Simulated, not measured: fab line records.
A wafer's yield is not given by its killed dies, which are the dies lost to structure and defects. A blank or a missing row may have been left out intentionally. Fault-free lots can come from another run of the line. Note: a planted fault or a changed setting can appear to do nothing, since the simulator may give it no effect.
A struck lot beside a sound one    flow n5 finfet    19 out of 1938 route steps
Sound: wafers L722.3, L722.5, L722.6. Struck: wafer L726.2 (left out: L726.5, a lot-mate that was not struck); the cause follows at the end.
Per side, at each step with rows, come the tool, then ch with its chambers, and then its first start. Under that, the readings that differ: sound wafers    struck wafers    difference of the means    sigmas: that difference in standard deviations of wafers without a fault.
alike: readings with means less than 2 such deviations apart, plus words and numbers identical on both sides. not compared: withheld readings, readings lacking a value on some wafer, bounds such as >300 that could conceal the same value, and numbers that have no deviation in the record and whose values overlap.
A row with sigmas, a row that says differs or no value, or rows on one side alone: a step with any of these is where the two part. Non-overlapping numbers with no deviation appear without sigmas and do not part them. A reading missing from all wafers of one side parts the sides only when that side holds two or more wafers.

first, 7 steps without rows for these wafers: N5_PASSIVATION_COAT_38; N5_PASSIVATION_EBR_40; N5_PASSIVATION_SOFTBAKE_39 (time 120 s); N5_PASSIVATION_EXPOSE_41 (exposes mask PASS OPEN, defocus 0 nm, target cd 40000 nm); N5_PASSIVATION_PEB_42; N5_PASSIVATION_DEVELOP_43 (develop time 60 s); N5_PASSIVATION_HARDBAKE_45 (time 120 s).
N5_PASSIVATION_CD_MEAS_44: the cd target is 40000 nm.
  sound on cd sem-01 ch 0, day 13 02:02; struck on cd sem-03 ch 0, day 13 22:47
  alike: cd nm
N5_PASSIVATION_OVL_MEAS_66:
  sound on overlay-01 ch 0, day 13 02:04; struck on overlay-01 ch 0, day 13 22:49
  alike: PASS_OPEN_OVL
N5_PASSIVATION_INSPECT_67: inspects for defects (macro).
  sound on defect inspect-02, day 13 02:05; struck on defect inspect-02, day 13 22:50
reading           sound  struck  difference  sigmas
raw defect count  3 6 3  1       -3          -2
N5_PASSIVATION_DESCUM_46: chemistry O2, time 7.9 s.
  sound on rie diel-03 ch 2,3, day 13 02:08; struck on rie diel-03 ch 1, day 13 22:52
  alike: chamber pressure mTorr, drypump motor current A, oes product au, rf vpp V, showerhead plenum p Torr, temp c, throttle valve pct
  not compared: rf hours counter h
N5_PASSIVATION_PASS_ETCH_47: etches SiNx in CF4/O2, target depth 770 nm, time 385 s.
  sound on rie diel-03 ch 2,3, day 13 02:10; struck on rie diel-03 ch 1, day 13 22:55
  alike: chamber pressure mTorr, drypump motor current A, oes product au, rf vpp V, showerhead plenum p Torr, throttle valve pct
  not compared: rf hours counter h
N5_PASSIVATION_ETCH_54: etches SiO2 in CHF3/O2, target depth 880 nm, time 440 s.
  sound on rie diel-03 ch 2,3, day 13 02:23; struck on rie diel-03 ch 1, day 13 23:08
reading                                  sound            struck  difference  sigmas
model.PASSIVATION.feature depth nm (nm)  835.6 829.4 855  783.6   -56.4       
model.etch.depth nm (nm)                 835.6 829.5 855  783.6   -56.4       
  alike: chamber pressure mTorr, drypump motor current A, oes product au, rf vpp V, showerhead plenum p Torr, throttle valve pct
  not compared: rf hours counter h
N5_PASSIVATION_STRIP_48: strips in O2.
  sound on rie diel-03 ch 2,3, day 13 02:41; struck on rie diel-03 ch 1, day 13 23:26
  alike: chamber pressure mTorr, drypump motor current A, oes product au, rf vpp V, showerhead plenum p Torr, temp c, throttle valve pct
  not compared: rf hours counter h
then, 4 steps without rows for these wafers: N5_PASSIVATION_STRIP_52 (strips in post etch residue remover, time 1200 s); N5_PASSIVATION_CLEAN_71 (cleans in IPA, time 180 s); N5_PASSIVATION_SRD_72 (time 30 s); N5_PASSIVATION_ANNEAL_56 (time 1800 s).
N5_PASSIVATION_PROBE_49:
  only the struck wafers here have rows in the record (prober-02, day 14 01:58); the sound ones have none

## WHERE THEY PART
Earliest at N5_PASSIVATION_INSPECT_67; latest, in this record, at N5_PASSIVATION_PROBE_49.

WHY: what the simulator had put in
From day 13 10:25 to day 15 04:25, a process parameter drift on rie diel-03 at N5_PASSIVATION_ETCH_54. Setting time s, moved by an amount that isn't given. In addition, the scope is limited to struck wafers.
